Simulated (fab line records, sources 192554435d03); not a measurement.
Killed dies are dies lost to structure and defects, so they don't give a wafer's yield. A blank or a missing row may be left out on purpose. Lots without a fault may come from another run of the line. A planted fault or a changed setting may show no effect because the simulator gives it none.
fab line records | flow n5_finfet
record lots=24 wafers=72 last_day=19
route steps=1938 shown HKMG_FIN@449 GATE_CUT@469 MOL_CONTACT_COAG@543
lots that met no fault: from a run of the same line without faults
start_h: hours from the record's first day to the start of the lot's first wafer shown | wait_h: hours since the lot's step before | " the same as in the row above | L1.1+2: a row that stands for several wafers | - no value, or no start given | * or withheld: withheld | < > ~ a bound
route shown NAME@n: a module of which the file shows steps, and the number in the route of the first | usual: mean/standard deviation of fault-free wafers | same: alike in all rows | chamber/n: place in a boat | sites: the reading at each site | _std_site: their standard deviation | _edge_site: outer sites' mean less inner sites' | radius_mm: how far each site lies from the wafer's centre | mask NAME#n: copy n | behind: the tool/chamber that last shaped the wafer | hold: why the lot was held/for how many hours/how that ended | device: the transistor (n, p or np) that didn't switch | end of line: the same wafers' tests at the end of the route | a step without rows: its recipe alone | killed: dies lost to structure and defects at the first sort, not the wafer's yield | map: a wafer's dies, x killed, . not, _ none there
set.NAME: the setting as run; set.NAME@STEP: as run at that earlier step | model.NAME: the simulator's own value behind a step, which no gauge read
steps of the route over a sample of lots; a table a step, a row a wafer
services: from which hour (start_h, from the record's first day; less than 0 if before it) a tool's chamber was out of use, for how many hours, and why
## steps
# step N5_HKMG_FIN_ALD_71
# recipe material=TiN target_thk_a=10 temp_c=400 ald_precursor_family=TiCl4 ald_co_reactant=NH3 pulse_time_s=1 purge_time_s=3 co_reactant_purge_time_s=2 co_reactant_pulse_time_s=2 ald_cycles=47 pressure_torr=3
# usual heater_power_w=892/96 precursor_pulse_height_rel=0.999/0.02
# columns lot.wafer tool chamber start_h wait_h heater_power_w precursor_pulse_height_rel
L074.1 ald_metal-02 3 78.37 0.0 862 1.020
L074.2 " 2 " " 934 1.012
L074.3 " 1 " " 864 0.980
L075.1 ald_metal-01 3 84.54 0.0 714 0.981
L075.4 " 2 " " 996 0.987
L075.5 " 3 " " 711 1.013
L076.1 ald_metal-02 0 88.37 0.0 1057 0.998
L076.5 " 0 " " 1051 1.010
L076.6 " 3 " " 880 1.020
L077.2 ald_metal-01 0 95.48 0.0 691 0.993
L077.3 " 2 " " 987 0.961
L077.6 " 2 " " 956 0.972
L078.2 ald_metal-03 0 102.80 0.0 803 0.976
L078.5 " 1 " " 887 0.966
L078.6 " 0 " " 819 1.003
L079.3 ald_metal-03 0 109.21 0.0 810 1.002
L079.4 " 3 " " 850 0.992
L079.6 " 3 " " 889 1.023
L080.1 ald_metal-02 3 112.63 0.0 866 0.981
L080.2 " 2 " " 906 1.011
L080.6 " 0 " " 1057 1.017
L081.1 ald_metal-01 2 124.00 0.0 975 0.984
L081.3 " 0 " " 695 0.982
L081.6 " 2 " " 981 1.001
L082.1 ald_metal-02 1 127.51 0.0 872 0.998
L082.2 " 2 " " 929 0.972
L082.6 " 3 " " 864 1.015
L083.1 ald_metal-02 2 136.04 0.0 922 1.012
L083.3 " 0 " " 1065 0.970
L083.5 " 0 " " 1060 1.009
L084.1 ald_metal-02 3 138.80 0.0 866 0.992
L084.2 " 1 " " 877 1.016
L084.5 " 1 " " 875 1.020
L085.1 ald_metal-02 3 150.35 0.0 871 1.031
L085.2 " 2 " " 939 1.014
L085.6 " 3 " " 884 1.003
L086.1 ald_metal-03 2 153.89 0.0 936 1.003
L086.4 " 3 " " 861 0.995
L086.5 " 1 " " 837 1.003
L087.1 ald_metal-03 2 160.31 0.0 938 0.999
L087.5 " 3 " " 906 1.010
L087.6 " 2 " " 912 0.986
L088.1 ald_metal-03 3 161.22 0.0 870 1.039
L088.2 " 2 " " 926 1.017
L088.5 " 2 " " 945 1.009
L089.1 ald_metal-02 3 167.28 0.0 863 0.989
L089.2 " 1 " " 860 0.971
L089.5 " 3 " " 873 0.983
L090.1 ald_metal-01 3 171.30 0.0 726 0.958
L090.4 " 0 " " 709 1.022
L090.5 " 1 " " 813 0.995
L091.3 ald_metal-02 0 179.74 0.0 1068 1.011
L091.4 " 1 " " 890 1.017
L091.5 " 1 " " 866 0.986
L092.1 ald_metal-02 1 183.16 0.0 868 0.968
L092.3 " 0 " " 1033 0.981
L092.5 " 1 " " 875 0.978
L093.3 ald_metal-01 0 189.71 0.0 691 0.983
L093.5 " 2 " " 976 0.967
L093.6 " 1 " " 831 0.985
L094.1 ald_metal-02 1 197.76 0.0 869 0.994
L094.2 " 0 " " 1056 0.987
L094.4 " 2 " " 941 0.995
L095.2 ald_metal-03 1 202.51 0.0 871 1.027
L095.5 " 1 " " 853 0.974
L095.6 " 0 " " 811 0.985
L096.1 ald_metal-02 1 206.72 0.0 863 1.002
L096.2 " 2 " " 926 0.996
L096.3 " 0 " " 1075 1.023
L097.2 ald_metal-01 3 214.18 0.0 719 1.001
L097.4 " 1 " " 822 0.973
L097.6 " 3 " " 731 0.987
# step N5_GATE_CUT_ETCH_58
# recipe chemistry=CH3F/O2 target=SiNx target_depth_a=170 time_s=128.6 ion_energy_ev=50 pressure_mtorr=30 source_w=415 bias_w=21 Ar_flow_sccm=150 CH3F_flow_sccm=30 O2_flow_sccm=20
# usual bias_w=21.00/0.06 drypump_motor_current_A=5.52/0.29 oes_product_au=0.79/0.07 rf_vpp_V=99.0/1 showerhead_plenum_p_Torr=2.00/0.064 throttle_valve_pct=16.27/0.26
# columns lot.wafer tool chamber start_h wait_h bias_w drypump_motor_current_A oes_product_au rf_hours_counter_h rf_vpp_V showerhead_plenum_p_Torr throttle_valve_pct
L074.1 rie_diel-06 0 81.53 0.0 21.08 5.46 0.94 21 99.4 2.04 15.90
L074.2 " 2 " " 21.01 5.96 0.83 76 99.5 2.10 15.93
L074.3 " 3 " " 21.04 5.05 0.75 181 99.0 1.90 16.28
L075.1 rie_diel-03 0 87.47 0.1 20.97 5.58 0.74 178 97.9 1.99 16.19
L075.4 " 3 " " 21.02 5.71 0.72 196 100.6 1.98 16.53
L075.5 " 3 " " 21.07 5.71 0.72 - 98.4 1.98 16.56
L076.1 rie_diel-03 0 91.29 0.1 20.97 5.55 0.74 179 98.9 1.99 16.19
L076.5 " 1 " " 21.04 5.21 0.81 - 99.2 1.86 16.06
L076.6 " 0 " " 21.00 5.57 0.74 - 98.9 1.99 16.18
L077.2 rie_diel-01 2 98.16 0.0 21.05 5.68 0.74 186 97.6 1.99 16.47
L077.3 " 0 " " 21.00 5.05 0.86 52 100.1 2.03 16.41
L077.6 " 3 " " 21.04 5.65 0.80 - 98.6 1.94 16.01
L078.2 rie_diel-01 3 105.50 0.1 21.00 5.64 0.79 107 97.4 1.94 16.02
L078.5 " 3 " " 20.97 5.67 0.79 - 98.1 1.94 16.00
L078.6 " 0 " " 21.03 5.07 0.86 - 99.1 2.03 16.42
L079.3 rie_diel-06 3 112.13 0.2 20.96 5.06 0.73 193 98.9 1.90 16.29
L079.4 " 2 " " 21.02 5.94 0.82 88 98.7 2.10 15.95
L079.6 " 0 " " 20.93 5.43 0.92 - 100.3 2.04 15.94
L080.1 rie_diel-01 2 115.46 0.0 20.99 5.67 0.73 192 100.1 1.99 16.49
L080.2 " 3 " " 20.85 5.67 0.78 110 99.7 1.94 16.02
L080.6 " 1 " " 21.12 5.60 0.73 - 100.0 2.06 16.36
L081.1 rie_diel-06 2 126.66 0.0 21.10 5.96 0.81 93 101.8 2.10 15.97
L081.3 " 0 " " 20.91 5.45 0.90 37 99.7 2.04 15.94
L081.6 " 3 " " 20.92 5.08 0.72 - 98.8 1.90 16.31
L082.1 rie_diel-01 2 130.18 0.1 21.09 5.69 0.72 196 98.8 1.99 16.50
L082.2 " 1 " " 20.93 5.57 0.73 195 98.8 2.06 16.36
L082.6 " 2 " " 20.97 5.68 0.73 - 98.1 1.99 16.49
L083.1 rie_diel-03 1 138.69 0.0 21.01 5.21 0.78 124 97.5 1.85 16.08
L083.3 " 3 " " 21.00 5.69 0.71 212 97.6 1.98 16.57
L083.5 " 1 " " 21.06 5.22 0.79 - 97.4 1.85 16.09
L084.1 rie_diel-01 0 141.50 0.0 21.05 5.07 0.84 64 100.1 2.03 16.42
L084.2 " 1 " " 20.93 5.59 0.72 199 100.0 2.06 16.36
L084.5 " 0 " " 21.09 5.08 0.84 - 100.4 2.03 16.43
L085.1 rie_diel-01 3 153.11 0.1 20.83 5.63 0.79 121 98.8 1.94 16.03
L085.2 " 2 " " 20.93 5.69 0.72 203 98.3 1.99 16.51
L085.6 " 1 " " 20.98 5.60 0.72 - 98.6 2.06 16.37
L086.1 rie_diel-01 2 156.54 0.0 21.11 5.71 0.72 204 98.0 1.99 16.51
L086.4 " 1 " " 20.97 5.58 0.72 203 98.9 2.06 16.36
L086.5 " 2 " " 21.16 5.69 0.72 - 98.2 1.99 16.49
L087.1 rie_diel-06 2 163.17 0.0 21.04 5.94 0.80 101 99.3 2.09 15.99
L087.5 " 0 " " 20.95 5.44 0.88 - 100.4 2.03 15.96
L087.6 " 3 " " 20.91 5.06 0.72 - 99.6 1.89 16.32
L088.1 rie_diel-01 2 163.92 0.0 21.09 5.70 0.72 206 99.8 1.99 16.49
L088.2 " 3 " " 21.01 5.65 0.78 123 99.2 1.94 16.04
L088.5 " 0 " " 20.96 5.07 0.84 - 98.3 2.03 16.44
L089.1 rie_diel-03 2 169.93 0.0 20.98 5.33 0.74 164 98.6 2.00 16.80
L089.2 " 0 " " 20.91 5.57 0.72 195 98.8 1.99 16.23
L089.5 " 0 " " 21.04 5.56 0.73 - 99.8 1.99 16.23
L090.1 rie_diel-06 0 174.04 0.0 21.02 5.45 0.88 51 98.7 2.03 15.97
L090.4 " 2 " " 20.94 5.97 0.79 103 100.4 2.09 15.98
L090.5 " 0 " " 21.08 5.43 0.89 - 101.2 2.03 15.97
L091.3 rie_diel-03 1 182.69 0.1 21.07 5.25 0.78 133 98.8 1.85 16.10
L091.4 " 3 " " 20.97 5.68 0.70 224 99.3 1.97 16.59
L091.5 " 3 " " 21.10 5.71 0.70 - 98.8 1.97 16.59
L092.1 rie_diel-06 3 185.98 0.1 21.05 5.07 0.72 215 98.4 1.89 16.33
L092.3 " 1 " " 20.99 5.97 0.90 29 98.7 2.04 16.01
L092.5 " 0 " " 21.03 5.45 0.88 - 98.8 2.03 15.97
L093.3 rie_diel-06 2 192.38 0.0 20.97 5.96 0.79 108 99.5 2.09 16.01
L093.5 " 2 " " 20.97 5.98 0.79 - 101.1 2.09 15.99
L093.6 " 1 " " 20.99 5.95 0.89 - 98.6 2.04 15.99
L094.1 rie_diel-03 0 200.59 0.0 21.06 5.55 0.73 204 99.7 1.98 16.25
L094.2 " 3 " " 21.04 5.72 0.70 229 98.8 1.97 16.60
L094.4 " 2 " " 20.98 5.28 0.74 172 98.4 2.00 16.84
L095.2 rie_diel-03 1 205.19 0.0 20.94 5.22 0.77 139 97.5 1.85 16.12
L095.5 " 1 " " 20.95 5.23 0.78 - 96.6 1.85 16.11
L095.6 " 2 " " 20.97 5.31 0.74 - 98.9 2.00 16.83
L096.1 rie_diel-06 1 209.37 0.0 20.97 5.96 0.89 37 101.2 2.04 16.00
L096.2 " 2 " " 20.95 5.90 0.78 114 98.6 2.09 16.02
L096.3 " 3 " " 20.97 5.06 0.71 221 96.3 1.89 16.33
L097.2 rie_diel-01 3 216.96 0.0 20.94 5.67 0.76 139 97.5 1.93 16.08
L097.4 " 3 " " 21.00 5.65 0.76 - 98.2 1.93 16.09
L097.6 " 2 " " 21.06 5.69 0.71 - 98.7 1.98 16.53
# step N5_GATE_CUT_ETCH_47
# recipe chemistry=Cl2/BCl3 target=SiO2 target_depth_a=100 pressure_mtorr=10 icp_w=1000 bias_w=126 Cl2_flow_sccm=53.25 bcl3_flow_sccm=21.75 Ar_flow_sccm=25
# usual bias_w=126.0/0.39 drypump_motor_current_A=5.5/0.4 he_backside_leak_sccm=3.3/0.31 oes_product_au=0.77/0.099 throttle_valve_pct=22.91/0.26
# columns lot.wafer tool chamber start_h wait_h bias_w drypump_motor_current_A he_backside_leak_sccm oes_product_au rf_hours_counter_h throttle_valve_pct
L074.1 rie_metal-02 0 85.57 0.0 125.8 5.4 3.4 0.71 78 22.69
L074.2 " 1 " " 125.9 5.1 3.3 0.79 33 23.20
L074.3 " 0 " " 126.1 5.3 3.5 0.71 - 22.70
L075.1 rie_metal-03 1 94.12 0.0 126.5 5.3 3.0 0.98 0 22.67
L075.4 " 0 " " 126.4 6.2 3.6 0.86 - 22.78
L075.5 " 0 " " 126.2 6.2 3.5 0.85 - 22.78
L076.1 rie_metal-03 0 99.01 0.0 126.4 6.3 3.5 0.85 18 22.77
L076.5 " 0 " " 125.9 6.3 3.6 0.84 - 22.78
L076.6 " 1 " " 125.7 5.2 3.0 0.97 - 22.66
L077.2 rie_metal-02 1 103.59 0.0 126.7 5.1 3.2 0.79 35 23.18
L077.3 " 1 " " 126.4 5.1 3.2 0.79 - 23.20
L077.6 " 0 " " 126.3 5.3 3.5 0.71 - 22.70
L078.2 rie_metal-01 0 109.57 0.0 126.4 6.0 3.6 0.70 78 22.75
L078.5 " 1 " " 126.2 5.5 3.2 0.65 - 23.32
L078.6 " 0 " " 126.1 5.9 3.6 0.70 - 22.76
L079.3 rie_metal-03 1 116.21 0.0 125.6 5.3 3.1 0.95 - 22.66
L079.4 " 0 " " 126.4 6.3 3.5 0.84 - 22.78
L079.6 " 0 " " 125.9 6.3 3.7 0.85 - 22.78
L080.1 rie_metal-01 1 119.51 0.0 126.0 5.5 3.2 0.64 97 23.32
L080.2 " 0 " " 126.3 6.0 3.6 0.71 79 22.77
L080.6 " 0 " " 125.9 5.9 3.6 0.71 - 22.78
L081.1 rie_metal-03 1 130.82 0.0 125.7 5.3 3.1 0.93 3 22.67
L081.3 " 1 " " 125.3 5.3 3.0 0.94 - 22.69
L081.6 " 1 " " 125.7 5.3 3.0 0.94 - 22.66
L082.1 rie_metal-03 1 134.32 0.0 126.0 5.3 3.0 0.93 3 22.66
L082.2 " 0 " " 125.1 6.2 3.4 0.84 21 22.79
L082.6 " 1 " " 126.3 5.3 3.0 0.94 - 22.66
L083.1 rie_metal-03 1 142.64 0.0 125.8 5.3 3.0 0.91 5 22.69
L083.3 " 1 " " 126.2 5.3 3.1 0.91 - 22.66
L083.5 " 1 " " 125.7 5.3 3.1 0.93 - 22.68
L084.1 rie_metal-03 1 146.82 0.1 126.3 5.3 3.2 0.91 5 22.68
L084.2 " 1 " " 126.0 5.3 3.0 0.91 - 22.69
L084.5 " 1 " " 126.5 5.3 3.0 0.92 - 22.67
L085.1 rie_metal-02 0 157.37 0.0 126.3 5.4 3.6 0.70 86 22.70
L085.2 " 1 " " 125.2 5.1 3.1 0.77 40 23.22
L085.6 " 1 " " 125.9 5.1 3.2 0.77 - 23.20
L086.1 rie_metal-02 1 160.55 0.0 125.7 5.1 3.3 0.77 41 23.21
L086.4 " 1 " " 125.8 5.1 3.2 0.78 - 23.22
L086.5 " 0 " " 126.3 5.4 3.6 0.69 - 22.70
L087.1 rie_metal-02 1 167.21 0.0 125.9 5.1 3.2 0.77 42 23.20
L087.5 " 0 " " 125.7 5.4 3.7 0.70 - 22.71
L087.6 " 1 " " 126.4 5.1 3.1 0.77 - 23.22
L088.1 rie_metal-02 1 167.98 0.0 125.4 5.1 3.1 0.76 42 23.21
L088.2 " 0 " " 125.5 5.4 3.2 0.69 87 22.70
L088.5 " 0 " " 126.1 5.4 3.5 0.70 - 22.72
L089.1 rie_metal-01 0 175.37 0.0 126.7 5.9 3.5 0.69 84 22.79
L089.2 " 1 " " 125.9 5.5 3.2 0.63 101 23.33
L089.5 " 1 " " 126.2 5.5 3.1 0.64 - 23.33
L090.1 rie_metal-01 0 178.09 0.0 125.9 6.0 3.6 0.69 84 22.78
L090.4 " 0 " " 125.7 6.0 3.4 0.69 - 22.79
L090.5 " 1 " " 125.5 5.5 3.1 0.64 - 23.32
L091.3 rie_metal-02 0 186.75 0.0 125.7 5.4 3.4 0.69 - 22.70
L091.4 " 1 " " 125.5 5.1 3.2 0.77 - 23.22
L091.5 " 1 " " 125.7 5.1 3.1 0.76 - 23.22
L092.1 rie_metal-02 0 189.93 0.0 125.7 5.4 3.5 0.70 89 22.73
L092.3 " 1 " " 125.8 5.1 3.2 0.77 - 23.22
L092.5 " 1 " " 125.8 5.1 3.2 0.76 - 23.22
L093.3 rie_metal-02 0 197.15 0.0 125.6 5.4 3.5 0.68 - 22.72
L093.5 " 1 " " 126.6 5.1 3.2 0.77 - 23.21
L093.6 " 0 " " 126.2 5.4 3.8 0.70 - 22.74
L094.1 rie_metal-03 0 204.65 0.0 126.6 6.3 3.5 0.81 26 22.78
L094.2 " 1 " " 126.2 5.3 3.1 0.88 9 22.71
L094.4 " 0 " " 125.8 6.3 3.7 0.82 - 22.78
L095.2 rie_metal-02 1 209.58 0.1 126.2 5.1 3.2 0.76 - 23.22
L095.5 " 1 " " 126.7 5.1 3.2 0.77 - 23.21
L095.6 " 1 " " 126.2 5.1 3.2 0.76 - 23.23
L096.1 rie_metal-01 1 213.46 0.0 126.0 5.5 3.1 0.63 104 23.34
L096.2 " 0 " " 126.7 5.9 3.6 0.68 86 22.78
L096.3 " 1 " " 126.5 5.5 3.4 0.64 - 23.34
L097.2 rie_metal-01 1 221.10 0.0 126.4 5.5 3.3 0.63 105 23.32
L097.4 " 1 " " 125.7 5.5 3.2 0.63 - 23.35
L097.6 " 0 " " 126.3 5.9 3.6 0.69 - 22.77
# step N5_GATE_CUT_CMP_43
# recipe material=SiO2 post_cmp_clean=rinse_only
# usual motor_current_A=12.1/1 slurry_flow_ml_min=149.9/0.46
# columns lot.wafer tool chamber start_h wait_h motor_current_A slurry_flow_ml_min
L074.1 cmp-03 1 90.22 0.1 11.8 149.4
L074.3 " 2 " " 13.4 149.2
L074.2 " 0 " " 12.8 149.1
L075.1 cmp-04 2 98.60 0.0 14.5 150.0
L075.4 " 0 " " 11.2 149.3
L075.5 " 3 " " 11.1 150.3
L076.1 cmp-03 1 103.33 0.3 12.8 150.0
L076.6 " 2 " " 12.9 150.5
L076.5 " 3 " " 11.3 149.3
L077.3 cmp-04 2 105.71 0.0 12.7 150.0
L077.2 " 0 " " 11.5 149.9
L077.6 " 3 " " 12.3 149.8
L078.2 cmp-03 0 111.83 0.2 13.3 149.7
L078.6 " 2 " " 12.8 149.7
L078.5 " 3 " " 12.2 150.3
L079.4 cmp-01 3 118.31 0.0 10.5 150.5
L079.3 " 2 " " 11.5 150.3
L079.6 " 3 " " 10.5 149.5
L080.2 cmp-04 1 121.70 0.1 12.2 150.3
L080.1 " 3 " " 11.2 149.0
L080.6 " 0 " " 12.0 149.5
L081.1 cmp-03 2 133.73 0.2 12.6 150.1
L081.3 " 3 " " 11.2 149.6
L081.6 " 0 " " 12.3 149.8
L082.2 cmp-01 3 136.51 0.1 10.5 149.8
L082.1 " 1 " " 14.7 150.1
L082.6 " 3 " " 10.2 149.8
L083.1 cmp-03 1 144.82 0.1 12.5 150.2
L083.3 " 2 " " 13.3 150.1
L083.5 " 0 " " 13.8 150.4
L084.2 cmp-04 2 149.06 0.0 12.7 149.6
L084.1 " 3 " " 12.6 150.0
L084.5 " 2 " " 14.1 149.5
L085.1 cmp-01 1 160.72 0.1 13.3 149.5
L085.2 " 2 " " 11.5 150.5
L085.6 " 0 " " 11.4 149.9
L086.1 cmp-04 1 162.74 0.1 11.8 150.3
L086.4 " 3 " " 11.4 149.8
L086.5 " 1 " " 12.6 150.6
L087.1 cmp-01 2 169.33 0.0 11.5 149.6
L087.6 " 2 " " 11.2 149.6
L087.5 " 3 " " 10.2 149.5
L088.2 cmp-01 2 170.19 0.1 11.1 149.8
L088.1 " 0 " " 12.0 150.3
L088.5 " 1 " " 13.1 149.6
L089.1 cmp-01 0 177.78 0.1 12.3 150.6
L089.2 " 2 " " 11.9 150.5
L089.5 " 0 " " 11.5 150.4
L090.4 cmp-01 1 180.20 0.0 13.0 150.3
L090.1 " 2 " " 12.1 150.6
L090.5 " 1 " " 13.7 149.8
L091.4 cmp-01 3 188.94 0.1 10.6 149.4
L091.3 " 1 " " 13.3 150.1
L091.5 " 3 " " 10.4 149.8
L092.3 cmp-04 2 192.03 0.0 14.1 149.8
L092.1 " 1 " " 12.6 150.4
L092.5 " 3 " " 11.7 150.4
L093.3 cmp-01 3 199.89 0.3 10.2 150.3
L093.6 " 0 " " 11.5 149.5
L093.5 " 1 " " 12.5 149.9
L094.1 cmp-01 0 206.76 0.0 11.1 150.0
L094.2 " 1 " " 13.0 150.5
L094.4 " 2 " " 12.4 149.9
L095.2 cmp-01 3 212.90 0.3 10.8 149.7
L095.6 " 0 " " 11.3 149.7
L095.5 " 1 " " 13.8 149.6
L096.1 cmp-03 1 215.57 0.0 12.7 150.8
L096.3 " 2 " " 13.2 150.6
L096.2 " 0 " " 12.9 150.2
L097.4 cmp-04 2 223.21 0.0 13.5 150.1
L097.2 " 3 " " 11.9 149.5
L097.6 " 2 " " 14.0 150.4
# step N5_MOL_CONTACT_COAG_TI_SIL_19
# recipe material=Ti target_thk_a=42 temp_c=200 chamber_pressure_pa=5 power_w=5000 time_s=15
# usual cathode_dc_power_W=5000.0/0.98 throttle_valve_pct=30.2/1.1
# columns lot.wafer tool chamber start_h wait_h cathode_dc_power_W throttle_valve_pct
L074.1 pvd_sputter-01 - 92.66 0.2 4999.1 27.8
L074.2 " - " " 5000.1 29.3
L074.3 " - " " 4998.6 30.9
L075.1 pvd_sputter-02 - 100.95 0.3 5000.6 31.3
L075.4 " - " " 4999.5 31.8
L075.5 " - " " 5000.4 29.3
L076.1 pvd_sputter-01 - 106.86 1.3 4999.5 29.3
L076.5 " - " " 4998.6 27.7
L076.6 " - " " 4998.1 30.1
L077.2 pvd_sputter-03 - 110.04 0.2 5000.5 30.8
L077.3 " - " " 5000.1 30.5
L077.6 " - " " 5001.0 30.1
L078.2 pvd_sputter-02 - 113.79 0.1 5000.0 31.8
L078.5 " - " " 5000.8 28.8
L078.6 " - " " 5001.4 31.8
L079.3 pvd_sputter-02 - 121.36 0.1 5000.4 29.3
L079.4 " - " " 4998.5 28.9
L079.6 " - " " 5001.3 31.6
L080.1 pvd_sputter-02 - 123.75 0.2 4999.7 31.4
L080.2 " - " " 4999.9 31.7
L080.6 " - " " 4998.8 31.3
L081.1 pvd_sputter-01 - 138.24 1.8 5000.3 30.4
L081.3 " - " " 5001.2 30.5
L081.6 " - " " 5000.0 30.7
L082.1 pvd_sputter-03 - 138.72 0.4 5000.7 30.3
L082.2 " - " " 5000.7 30.1
L082.6 " - " " 4999.0 30.5
L083.1 pvd_sputter-03 - 147.12 0.2 5000.3 30.0
L083.3 " - " " 5001.1 30.3
L083.5 " - " " 5001.6 30.6
L084.1 pvd_sputter-01 - 152.37 0.2 4999.3 29.1
L084.2 " - " " 5000.5 30.6
L084.5 " - " " 4999.2 28.9
L086.1 pvd_sputter-02 - 165.04 0.2 5000.0 28.8
L086.4 " - " " 5000.3 31.5
L086.5 " - " " 5000.1 31.6
L085.1 pvd_sputter-02 - 165.14 0.3 5001.5 31.6
L085.2 " - " " 5000.8 28.8
L085.6 " - " " 5000.2 31.2
L087.1 pvd_sputter-03 - 173.08 1.4 5000.5 30.8
L087.5 " - " " 4999.7 29.9
L087.6 " - " " 4999.8 30.6
L088.1 pvd_sputter-02 - 173.44 0.4 5000.3 29.5
L088.2 " - " " 4999.2 29.1
L088.5 " - " " 4999.3 29.4
L089.1 pvd_sputter-01 - 179.98 0.3 4999.5 27.4
L089.2 " - " " 4998.3 30.5
L089.5 " - " " 5000.3 30.3
L090.1 pvd_sputter-02 - 182.84 0.2 5000.2 31.5
L090.4 " - " " 5000.8 31.6
L090.5 " - " " 5001.0 29.0
L091.3 pvd_sputter-01 - 190.97 0.1 5000.2 27.7
L091.4 " - " " 5000.4 30.6
L091.5 " - " " 4999.9 28.0
L092.1 pvd_sputter-03 - 194.48 0.2 5000.1 30.2
L092.3 " - " " 4999.4 30.9
L092.5 " - " " 4999.6 29.8
L093.3 pvd_sputter-03 - 201.85 0.2 5001.2 31.0
L093.5 " - " " 4999.3 30.3
L093.6 " - " " 5001.0 30.7
L094.1 pvd_sputter-03 - 208.81 0.2 5000.1 30.4
L094.2 " - " " 4998.9 30.0
L094.4 " - " " 5000.3 30.6
L095.2 pvd_sputter-03 - 214.99 0.2 4999.1 30.9
L095.5 " - " " 4999.0 30.7
L095.6 " - " " 4999.5 30.8
L096.1 pvd_sputter-02 - 218.11 0.6 5001.3 29.2
L096.2 " - " " 5000.0 28.9
L096.3 " - " " 5000.8 31.5
L097.2 pvd_sputter-03 - 225.36 0.2 5000.4 30.6
L097.4 " - " " 5001.2 30.7
L097.6 " - " " 4998.5 30.6
# step N5_MOL_CONTACT_COAG_SPUTTER_130
# recipe material=Co target_thk_a=475 temp_c=25 chamber_pressure_pa=0.5 power_w=3000
# usual cathode_dc_power_W=3000.0/0.52 throttle_valve_pct=30.0/1.2
# columns lot.wafer tool chamber start_h wait_h cathode_dc_power_W throttle_valve_pct
L074.1 pvd_sputter-02 - 96.73 0.0 3000.2 29.2
L074.2 " - " " 2999.0 31.4
L074.3 " - " " 3000.3 31.5
L075.1 pvd_sputter-01 - 104.12 0.0 3001.0 29.3
L075.4 " - " " 3000.5 30.0
L075.5 " - " " 2998.6 30.5
L076.1 pvd_sputter-03 - 110.20 0.0 2999.7 30.1
L076.5 " - " " 3000.3 30.8
L076.6 " - " " 3000.0 30.2
L077.2 pvd_sputter-03 - 113.14 0.0 2999.5 30.8
L077.3 " - " " 3000.0 31.0
L077.6 " - " " 3001.0 30.1
L078.2 pvd_sputter-02 - 119.42 0.0 3000.4 29.2
L078.5 " - " " 2999.9 31.4
L078.6 " - " " 3000.4 29.5
L079.3 pvd_sputter-02 - 125.86 0.0 2999.6 31.7
L079.4 " - " " 2999.2 31.3
L079.6 " - " " 3000.1 29.1
L080.1 pvd_sputter-02 - 129.02 0.0 2999.6 31.4
L080.2 " - " " 3000.0 29.4
L080.6 " - " " 2999.5 31.5
L081.1 pvd_sputter-02 - 142.65 0.0 2999.3 31.6
L081.3 " - " " 3000.0 28.9
L081.6 " - " " 2999.5 31.8
L082.1 pvd_sputter-02 - 142.89 0.0 2999.7 29.1
L082.2 " - " " 3000.6 31.5
L082.6 " - " " 2999.9 31.3
L083.1 pvd_sputter-03 - 152.42 0.0 3000.0 30.0
L083.3 " - " " 3000.8 30.7
L083.5 " - " " 3000.2 30.8
L084.1 pvd_sputter-01 - 155.82 0.0 2999.8 27.7
L084.2 " - " " 3000.3 30.0
L084.5 " - " " 2999.6 30.2
L086.1 pvd_sputter-01 - 168.60 0.0 2998.8 30.2
L086.4 " - " " 2998.7 27.4
L086.5 " - " " 2999.7 30.6
L085.1 pvd_sputter-01 - 168.86 0.0 2999.7 27.6
L085.2 " - " " 2999.4 30.5
L085.6 " - " " 3000.3 27.6
L087.1 pvd_sputter-01 - 177.07 0.0 3000.0 27.5
L087.5 " - " " 2999.6 27.5
L087.6 " - " " 2999.8 30.1
L088.1 pvd_sputter-03 - 177.60 0.0 3000.1 30.9
L088.2 " - " " 3000.1 30.3
L088.5 " - " " 2999.4 30.5
L089.1 pvd_sputter-01 - 184.14 0.0 2999.8 29.2
L089.2 " - " " 2999.5 30.6
L089.5 " - " " 2999.7 30.7
L090.1 pvd_sputter-02 - 187.88 0.0 2999.6 29.2
L090.4 " - " " 2999.3 31.2
L090.5 " - " " 2999.6 29.3
L091.3 pvd_sputter-01 - 194.92 0.0 2999.8 29.2
L091.4 " - " " 3000.7 27.6
L091.5 " - " " 2999.6 30.6
L092.1 pvd_sputter-02 - 200.14 0.0 3000.1 31.6
L092.3 " - " " 3001.0 28.8
L092.5 " - " " 3000.6 29.0
L093.3 pvd_sputter-02 - 208.32 0.0 2999.6 29.2
L093.5 " - " " 3000.4 29.3
L093.6 " - " " 3000.1 31.4
L094.1 pvd_sputter-01 - 213.90 0.0 2999.6 27.6
L094.2 " - " " 2999.0 30.9
L094.4 " - " " 3000.4 30.0
L095.2 pvd_sputter-02 - 218.63 0.0 3000.3 29.3
L095.5 " - " " 2999.0 28.7
L095.6 " - " " 3000.5 31.6
L096.1 pvd_sputter-03 - 222.26 0.0 2999.1 30.0
L096.2 " - " " 2999.9 31.0
L096.3 " - " " 3000.7 30.7
L097.2 pvd_sputter-01 - 229.16 0.0 3000.3 30.7
L097.4 " - " " 3000.1 30.0
L097.6 " - " " 2999.9 28.7
## services
# columns tool chamber start_h hours kind
pvd_sputter-02 - 59.81 3.8 repair
cmp-03 - 62.20 0.6 repair
pvd_sputter-03 - 67.80 24.8 repair
ald_metal-02 3 68.09 3.5 repair
cmp-04 - 72.88 3.9 repair
cmp-04 - 84.86 0.3 repair
cmp-04 - 87.41 1.7 repair
rie_diel-03 3 91.98 1.4 repair
rie_diel-03 - 110.52 4.3 pm
cmp-01 - 122.00 5.7 pm
rie_diel-03 0 122.22 3.0 repair
rie_diel-03 0 125.87 9.6 repair
rie_diel-01 0 135.30 1.6 repair
cmp-04 - 136.09 0.9 repair
rie_metal-03 0 144.49 3.8 repair
rie_diel-06 2 146.56 6.0 repair
rie_diel-03 2 152.31 9.3 repair
rie_diel-03 1 174.66 6.3 repair
pvd_sputter-03 - 186.76 4.3 repair
cmp-04 - 192.98 3.4 pm
cmp-01 - 195.17 1.2 repair
rie_metal-03 - 195.67 0.3 repair
rie_metal-02 0 208.70 9.6 repair
rie_diel-01 0 210.39 10.2 repair
## key
fault none
